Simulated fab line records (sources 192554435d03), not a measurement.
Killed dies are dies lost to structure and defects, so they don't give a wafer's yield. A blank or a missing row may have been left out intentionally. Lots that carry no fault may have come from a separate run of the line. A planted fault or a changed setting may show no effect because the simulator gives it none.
fab line records ; flow n5_finfet
[record] lots = 4; wafers = 12; last_day = 15
route steps=1938 shown BEOL_M10@1529 BEOL_M11@1536 PASSIVATION@1936
lots untouched by any fault: they come from a run of this same line in which no faults occurred
start_h: hours from the record's first day to the start of the lot's first wafer shown ; wait_h: how many hours have passed since the lot's step before this one ; " unchanged from the row above ; L1.1+2: a single row standing in for several wafers ; - value missing, or start not given ; * or withheld: withheld ; < > ~ a bound
route shown NAME@n: names a module that has steps shown in the file, with the first one's number in the route ; usual: mean and standard deviation over wafers with no fault ; same: alike in all rows ; chamber/n: place in a boat ; sites: each site's reading ; _std_site: standard deviation across them ; _edge_site: the outer-site mean with the inner-site mean subtracted ; radius_mm: for every site, how far away it sits from the centre of the wafer ; mask NAME#n: copy n ; behind: the most recent tool/chamber to have shaped the wafer ; hold: reason for holding the lot/hours on hold/outcome of the hold ; device: names the non-switching transistor (n, p or np) ; end of line: at the end of the route, the tests of the same wafers ; step lacking rows: just its recipe ; killed: dies lost to structure and defects at the first sort, not the wafer's yield ; map: per-die view of a wafer (x killed, . not killed, _ where there is no die)
set.NAME: the setting the step ran with; set.NAME@STEP: the setting that earlier step ran with ; model.NAME: the simulator's own value behind a step, which no gauge read
lots seen at some steps along the route; tables by step, rows by wafer
services: from which hour (start_h, from the record's first day; less than 0 if before it) a tool's chamber was out of use, for how many hours, and why
[[steps]]
[step N5_BEOL_M10_ANNEAL_51]
[recipe] temp_c = 225; time_s = 90; ambient = N2
[step N5_BEOL_M10_CMP_52]
[recipe] stop_on = SiCOH_lowk; t_overpolish_s = 7; down_force_psi = 1; platen_rpm = 50; clearing_platen_down_force_psi = 1.5; clearing_platen_rpm = 50; post_cmp_clean = cu_alkaline; target_thk_nm = 140; clearing_platen_pad_velocity_m_s = 0.99484; pad_velocity_m_s = 0.99484
[step N5_BEOL_M10_PRE_CLEAN_55]
[recipe] gas = NH3; time_s = 15; temp_c = withheld; rf_power_w = 300
[step N5_BEOL_M10_DEP_56]
[recipe] material = SiCN; target_thk_a = 150; temp_c = withheld; precursor = 3MS/NH3; pressure_torr = 3; rf_w = 202; time_s = 26.5
[step N5_BEOL_M11_ILD_DEP_00]
[recipe] material = SiCOH_lowk; target_thk_a = 3085.1; temp_c = 300; precursor = DEMS/porogen; pressure_torr = 5; rf_w = 500; time_s = 58
[step N5_BEOL_M11_CURE_71]
[recipe] temp_c = 385; time_s = 240; ambient = He/Ar; material = SiCOH_lowk
[step N5_BEOL_M11_PECVD_70]
[recipe] material = SiO2; target_thk_a = 200; temp_c = 400; precursor = TEOS/O2; pressure_torr = 5.5; rf_w = 450; teos_flow_sccm = 53.8; gas = O2; flow_sccm = 3000; time_s = 22.7
[step N5_BEOL_M11_HM_DEP_02]
[recipe] material = TiN; target_thk_a = 200; temp_c = 25; chamber_pressure_pa = 0.49996
[step N5_BEOL_M11_COAT_59]
[recipe] resist = SOC; temp_c = 250; time_s = 60; spin_rpm = 1500; resist_thk_nm = 100
[usual] exhaust_pa = 45.1/0.86; plate_temp_C = 249.98/0.19; spin_speed_rpm = 1500.0/1.1
lot.wafer;tool;chamber;start_h;wait_h;exhaust_pa;plate_temp_C;spin_speed_rpm;model.SOC_of_BEOL_M11_COAT_59.thk_nm
L382.1;litho_track-05;0;268.44;0.1;46.0;249.85;1500.7;99.4
L382.4;litho_track-05;0;268.44;0.1;45.5;249.89;1499.1;99.4
L382.6;litho_track-05;0;268.44;0.1;44.5;249.96;1500.0;99.6
L390.1;litho_track-05;0;308.69;0.1;45.2;250.07;1360.8;105
L390.2;litho_track-05;0;308.69;0.1;45.8;250.01;1358.3;104.8
L390.3;litho_track-05;0;308.69;0.1;45.0;250.42;1359.9;105.2
L391.2;litho_track-05;0;316.08;0.1;45.2;249.67;1359.7;104.8
L391.5;litho_track-05;0;316.08;0.1;44.8;249.97;1359.1;105
L391.6;litho_track-05;0;316.08;0.1;44.4;250.25;1359.9;104.6
L392.3;litho_track-04;0;318.84;0.1;44.9;250.21;1500.7;100.4
L392.4;litho_track-04;0;318.84;0.1;45.3;250.11;1499.9;100.4
L392.5;litho_track-04;0;318.84;0.1;45.8;250.00;1499.6;100.2
[step N5_BEOL_M11_COAT_60]
[recipe] resist = SiARC; temp_c = 220; time_s = 60; spin_rpm = 1500; resist_thk_nm = 30
[step N5_BEOL_M11_COAT_05]
[recipe] resist = CAR-ArF; spin_rpm = 1500; resist_thk_nm = 90
[step N5_BEOL_M11_EBR_07]
[recipe] solvent = PGMEA; ebr_width_mm = 1.5
[step N5_BEOL_M11_SOFTBAKE_06]
[recipe] temp_c = 110; time_s = 60; resist = CAR-ArF
[step N5_BEOL_M11_EXPOSE_08]
[recipe] mask_id = M11; na = 1.35; source_shape = dipole; sigma_inner = 0.411; sigma_outer = 0.611; polarization = te; dose_mj = 53.75
[step N5_BEOL_M11_PEB_09]
[recipe] peb_temp_c = withheld; peb_time_s = 60; resist = CAR-ArF
[step N5_BEOL_M11_DEVELOP_10]
[recipe] develop_time_s = 30; developer = TMAH; resist = CAR-ArF; rinse_liquid = diw; dry = air_spin; dev_temp_c = 23
[step N5_BEOL_M11_DESCUM_16]
[recipe] chemistry = O2; time_s = 7.9; source_power_w = 50; bias_power_w = 20; pressure_mtorr = 20; rf_frequency_hz = 2.712e+07; temp_c = 40; resist = CAR-ArF; o2_flow_sccm = 225
[step N5_BEOL_M11_ETCH_61]
[recipe] chemistry = CF4; target = SiARC; target_depth_a = 390; mask_material = CAR-ArF; time_s = 65; ion_energy_ev = 80; pressure_mtorr = 40; source_w = 545; bias_w = 36; Ar_flow_sccm = 100; cf4_flow_sccm = 100; ends = cleared
[step N5_BEOL_M11_ETCH_62]
[recipe] chemistry = N2/H2; target = SOC; target_depth_a = 1100; overetch_a = 220; mask_material = SiARC; temp_c = 40; time_s = 165; ion_energy_ev = 200; pressure_mtorr = 30; source_w = 840; bias_w = 150; n2_flow_sccm = 200; h2_flow_sccm = 200
[usual] drypump_motor_current_A = 5.80/0.29; oes_product_au = 0.68/0.075; rf_vpp_V = 523.8/2.4; showerhead_plenum_p_Torr = 2.54/0.079; throttle_valve_pct = 17.9/0.31
lot.wafer;tool;chamber;start_h;wait_h;drypump_motor_current_A;oes_product_au;rf_hours_counter_h;rf_vpp_V;showerhead_plenum_p_Torr;throttle_valve_pct;model.etch.depth_nm
L382.1;rie_diel-04;3;268.99;0.0;5.46;0.60;236;522.8;2.51;18.2;99.39
L382.4;rie_diel-04;2;268.99;0.0;5.80;0.72;54;523.6;2.48;17.2;99.33
L382.6;rie_diel-04;3;268.99;0.0;5.47;0.61;-;522.2;2.51;18.2;99.58
L390.1;rie_diel-06;1;309.23;0.0;5.97;0.78;26;525.0;2.60;17.5;104.9
L390.2;rie_diel-06;2;309.23;0.0;5.74;0.61;226;528.7;2.62;18.1;104.8
L390.3;rie_diel-06;0;309.23;0.0;5.85;0.78;20;525.4;2.59;17.7;105.1
L391.2;rie_diel-02;0;316.62;0.0;6.10;0.63;209;524.0;2.52;18.1;104.8
L391.5;rie_diel-02;2;316.62;0.0;5.31;0.64;-;520.1;2.43;17.8;105.1
L391.6;rie_diel-02;3;316.62;0.0;5.58;0.79;-;524.9;2.59;17.6;104.7
L392.3;rie_diel-04;1;319.38;0.0;6.27;0.74;53;529.9;2.69;17.9;100.3
L392.4;rie_diel-04;3;319.38;0.0;5.46;0.60;244;523.8;2.51;18.2;100.5
L392.5;rie_diel-04;1;319.38;0.0;6.25;0.74;-;527.1;2.69;18.0;100.3
[step N5_BEOL_M11_STRIP_68]
[recipe] chemistry = N2/H2; temp_c = 40; n2_flow_sccm = 200; h2_flow_sccm = 200; rf_frequency_hz = 6e+07
[step N5_BEOL_M11_STRIP_67]
[recipe] chemistry = CF4; resist = SiARC; power_w = 300; bias_power_w = 75; pressure_mtorr = 50; cf4_flow_sccm = 150; rf_frequency_hz = 6e+07
[step N5_BEOL_M11_HM_OPEN_17]
[recipe] chemistry = Cl2/BCl3; target_depth_a = 200; overetch_a = 60; target = TiN; mask_material = SOC; ion_energy_ev = 150; pressure_mtorr = 10; icp_w = 1000; bias_w = 126; Cl2_flow_sccm = 53.25; bcl3_flow_sccm = 21.75; Ar_flow_sccm = 25
[usual] drypump_motor_current_A = 5.7/0.41; oes_product_au = 0.65/0.059; throttle_valve_pct = 22.04/0.094
lot.wafer;tool;chamber;start_h;wait_h;drypump_motor_current_A;oes_product_au;rf_hours_counter_h;throttle_valve_pct;model.SOC_of_BEOL_M11_COAT_59.thk_nm
L382.1;rie_metal-03;0;269.17;0.0;5.2;0.72;17;22.03;91.4
L382.4;rie_metal-03;1;269.17;0.0;5.7;0.59;-;22.05;91.4
L382.6;rie_metal-03;1;269.17;0.0;5.7;0.59;-;22.04;91.6
L390.1;rie_metal-03;0;309.42;0.0;5.2;0.71;20;22.04;97
L390.2;rie_metal-03;1;309.42;0.0;5.7;0.58;85;22.06;96.8
L390.3;rie_metal-03;0;309.42;0.0;5.2;0.71;-;22.05;97.2
L391.2;rie_metal-02;1;316.81;0.0;5.5;0.59;77;22.20;97
L391.5;rie_metal-02;1;316.81;0.0;5.5;0.59;-;22.19;97.2
L391.6;rie_metal-02;0;316.81;0.0;5.9;0.71;-;21.90;96.8
L392.3;rie_metal-02;0;319.60;0.1;5.9;0.72;-;21.89;92.2
L392.4;rie_metal-02;1;319.60;0.1;5.5;0.60;-;22.19;92.6
L392.5;rie_metal-02;0;319.60;0.1;5.9;0.72;-;21.87;92.2
[step N5_BEOL_M11_STRIP_19]
[recipe] chemistry = O2; power_w = 400; temp_c = 40; pressure_mtorr = 30; rf_frequency_hz = 6e+07; bias_power_w = 0; overash_fraction = 0.2; o2_flow_sccm = 225
[step N5_PASSIVATION_PROBE_49]
[usual] defect_limited_yield = 91.0/1.5; killed_at_M0_to_M3 = 36/12; killed_at_M4_up = 14/5.5; killed_at_contacts = 11/4.8; killed_at_front_end = 42/12; killed_at_other = 3.7/2.7; killed_dies = 106/18; killed_on_rim = 13/4.5; killed_open = 70/13; killed_short = 35/8.2; sort_bin_5_function = 5.3/1; sort_bin_6_memory = 3.3/0.69; sort_n_pass = 1074/18; sort_yield_pct = 91.0/1.5
[same] gross_dies = 1180; killed_at_back_side = 0; sort_bin_4_leakage[%] = 0; sort_bin_8_speed[%] = 0
lot.wafer;tool;chamber;start_h;wait_h;defect_limited_yield[%];killed_at_M0_to_M3;killed_at_M4_up;killed_at_contacts;killed_at_front_end;killed_at_other;killed_dies;killed_on_rim;killed_open;killed_short;sort_bin_5_function[%];sort_bin_6_memory[%];sort_n_pass;sort_yield_pct[%]
L382.1;prober-01;-;315.83;0.0;92.6;21;16;11;34;5;87;13;59;27;4.2;3.0;1093;92.6
L382.4;prober-01;-;315.98;0.2;91.9;37;13;13;29;4;96;12;59;36;4.5;3.6;1084;91.9
L382.6;prober-01;-;316.08;0.3;92.2;26;10;5;36;15;92;8;56;34;5.2;2.2;1088;92.2
L391.2;prober-01;-;363.69;0.1;91.0;20;15;9;59;3;106;20;67;36;5.8;2.8;1074;91.0
L391.5;prober-01;-;363.84;0.2;91.1;35;16;14;29;11;105;11;65;40;4.8;3.9;1075;91.1
L391.6;prober-01;-;363.89;0.3;90.4;42;21;10;35;5;113;10;73;39;5.8;3.5;1067;90.4
// killed by level:class
L382.1 FIN_SAQP:geometric_particle:open=12 BEOL_M4:geometric_particle:open=10 MOL_CONTACT_COAG:geometric_particle:open=9 FIN_SAQP:geometric_particle:short=7 GATE_CUT:geometric_particle:short=7 BEOL_M2:geometric_particle:open=7 DUMMY_GATE:geometric_particle:open=5 BEOL_M1:geometric_particle:open=4
L382.4 MOL_CONTACT_COAG:geometric_particle:open=11 BEOL_M3:geometric_particle:open=11 BEOL_M0_SAQP:geometric_particle:short=9 GATE_CUT:geometric_particle:short=7 BEOL_M4:geometric_particle:open=7 FIN_SAQP:geometric_particle:short=6 FIN_SAQP:geometric_particle:open=6 BEOL_M0_SAQP:geometric_particle:open=6
L382.6 BEOL_M2:geometric_particle:open=10 FIN_SAQP:geometric_particle:open=8 GATE_CUT:geometric_particle:short=8 MIM_TOP:geometric_particle:open=5 GATE_CUT:geometric_particle:open=4 MOL_CONTACT_COAG:geometric_particle:open=4 BEOL_M0_SAQP:geometric_particle:short=4 BEOL_M4:geometric_particle:open=4
L391.2 FIN_SAQP:geometric_particle:short=14 FIN_SAQP:geometric_particle:open=13 MOL_CONTACT_COAG:geometric_particle:open=9 BEOL_M0_SAQP:geometric_particle:short=9 GATE_CUT:geometric_particle:open=8 STI_FIN_REVEAL:geometric_particle:open=7 DUMMY_GATE:geometric_particle:open=6 BEOL_M0_SAQP:geometric_particle:open=5
L391.5 MOL_CONTACT_COAG:geometric_particle:open=11 BEOL_M0_SAQP:geometric_particle:open=10 FIN_SAQP:geometric_particle:short=7 BEOL_M2:geometric_particle:open=7 BEOL_M0_SAQP:geometric_particle:short=6 FIN_SAQP:geometric_particle:open=5 BEOL_M1:geometric_particle:open=5 BEOL_M2:geometric_particle:short=5
L391.6 BEOL_M4:geometric_particle:open=13 BEOL_M0_SAQP:geometric_particle:short=11 BEOL_M0_SAQP:geometric_particle:open=9 BEOL_M2:geometric_particle:open=8 MOL_CONTACT_COAG:geometric_particle:open=7 FIN_SAQP:geometric_particle:short=6 STI_FIN_REVEAL:geometric_particle:open=6 DUMMY_GATE:geometric_particle:open=5
[[services]]
tool;chamber;start_h;hours;kind
rie_diel-04;3;256.08;4.6;repair
rie_metal-03;-;259.33;0.2;repair
rie_diel-04;-;270.47;28.1;pm
rie_diel-02;3;286.50;12.4;repair
rie_diel-02;1;298.96;-;clean
rie_diel-02;1;298.96;-;consumable_replace:focus_ring
rie_diel-02;1;298.96;24.0;scheduled_down
rie_diel-02;1;298.96;24.0;vent_cycle
rie_diel-04;2;300.05;8.2;repair
rie_diel-06;2;315.03;5.0;repair
[[key]]
[first_sign] step = N5_BEOL_M11_COAT_59; reading = spin_speed_rpm; direction = down; sigmas = 99+; usual = *; struck = *
effect none on later readings
[model_effect] step = N5_BEOL_M11_COAT_59; value = SOC_of_BEOL_M11_COAT_59.thk_nm; without = 99.83; struck = 104.9
[model_effect] step = N5_BEOL_M11_ETCH_62; value = etch.depth_nm; without = 99.85; struck = 104.9
[model_effect] step = N5_BEOL_M11_HM_OPEN_17; value = SOC_of_BEOL_M11_COAT_59.thk_nm; without = 91.93; struck = 97
met_at N5_BEOL_M11_COAT_59
struck_wafers L390.1,L390.2,L390.3,L391.2,L391.5,L391.6
onset_between 268.44 308.69
[fault] kind = process_parameter_drift; tool = litho_track-05; chamber = -; onset_h = 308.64; steps = N5_BEOL_M11_COAT_59; channel = spin_rpm; offset = *; shape = step; end_h = 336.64; acts_in = *; stated = *
